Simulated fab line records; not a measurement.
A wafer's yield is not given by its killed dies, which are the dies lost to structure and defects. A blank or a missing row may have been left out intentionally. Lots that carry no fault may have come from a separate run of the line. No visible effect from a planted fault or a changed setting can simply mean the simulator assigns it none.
Matching of chambers | flow nand-harc | rie-diel-04 running NHARC_A_CONTACT_DESCUM_13: 4 sister chambers
The step chemistry O2, time 3 s. 22 wafers are shown with their chamber, then 11 later ones without.

## WAFERS, EACH WITH ITS CHAMBER
wafer  | chamber | showerhead-plenum-p-Torr (Torr) | drypump-motor-current-A (A) | rf-vpp-V (V)
L079.1 | 0       | 1.84                            | 5.8                         | 58.1
L079.3 | 3       | 1.96                            | 5.8                         | 58.5
L079.4 | 2       | 1.80                            | 6.2                         | 56.7
L080.2 | 3       | 1.96                            | 5.8                         | 58.5
L080.4 | 0       | 1.84                            | 5.8                         | 56.8
L080.6 | 0       | 1.84                            | 5.8                         | 57.6
L081.2 | 1       | 1.94                            | 5.7                         | 57.9
L081.3 | 2       | 1.80                            | 6.2                         | 57.7
L081.5 | 2       | 1.80                            | 6.2                         | 57.3
L084.2 | 1       | 1.94                            | 5.7                         | 57.7
L084.4 | 2       | 1.79                            | 6.2                         | 59.0
L084.6 | 2       | 1.79                            | 6.2                         | 56.5
L085.2 | 3       | 1.96                            | 5.8                         | 57.8
L085.3 | 1       | 1.94                            | 5.7                         | 58.9
L085.4 | 3       | 1.96                            | 5.8                         | 58.9
L089.1 | 3       | 1.96                            | 5.8                         | 56.8
L089.2 | 1       | 1.93                            | 5.7                         | 57.6
L089.6 | 2       | 1.79                            | 6.2                         | 58.1
L090.2 | 3       | 1.96                            | 5.7                         | 57.8
L090.3 | 1       | 1.93                            | 5.7                         | 58.6
L090.5 | 2       | 1.79                            | 6.2                         | 56.8
L093.4 | 0       | 1.84                            | 5.8                         | 57.1

SIGNATURES (averages over the wafers above)
reading                  | chamber 0 | chamber 1 | chamber 2 | chamber 3 | scatter within a chamber
showerhead-plenum-p-Torr | 1.8400    | 1.9360    | 1.7943    | 1.9600    | 0.00402
drypump-motor-current-A  | 5.800     | 5.700     | 6.200     | 5.783     | 0.0215
rf-vpp-V                 | 57.400    | 58.140    | 57.443    | 58.050    | 0.743
Rule: for a wafer and a chamber, the distance is found by dividing, reading by reading, the gap between the wafer's reading and the chamber's mean by the reading's scatter, squaring, summing and taking the root. If the next closest chamber is less than 2 further off than the closest, the wafer can't be placed; otherwise it belongs to the closest. How the scatter is found: for the shown wafers, subtract from each reading the mean of its chamber, square and add these, divide the total by (wafers less chambers), then take the root.

## WAFERS WHOSE CHAMBER IS MISSING
wafer  | showerhead-plenum-p-Torr (Torr) | drypump-motor-current-A (A) | rf-vpp-V (V)
L093.5 | 1.96                            | 5.8                         | 57.6
L093.6 | 1.84                            | 5.8                         | 56.6
L097.1 | 1.79                            | 6.2                         | 57.5
L097.2 | 1.93                            | 5.7                         | 57.7
L097.5 | 1.84                            | 5.8                         | 57.5
L095.2 | 1.79                            | 6.2                         | 56.3
L095.5 | 1.84                            | 5.8                         | 55.8
L095.6 | 1.93                            | 5.7                         | 57.9
L096.2 | 1.96                            | 5.8                         | 57.8
L096.3 | 1.84                            | 5.8                         | 58.1
L096.5 | 1.96                            | 5.8                         | 56.7

## THE CHAMBER EACH PASSED THROUGH
wafer  | from the rows above | in truth
L093.5 | 3                   | 3
L093.6 | 0                   | 0
L097.1 | 2                   | 2
L097.2 | 1                   | 1
L097.5 | 0                   | 0
L095.2 | 2                   | 2
L095.5 | 0                   | 0
L095.6 | 1                   | 1
L096.2 | 3                   | 3
L096.3 | 0                   | 0
L096.5 | 3                   | 3
11 of 11 placed correctly. Can't be placed from these rows: 0. Placed wrongly: 0.
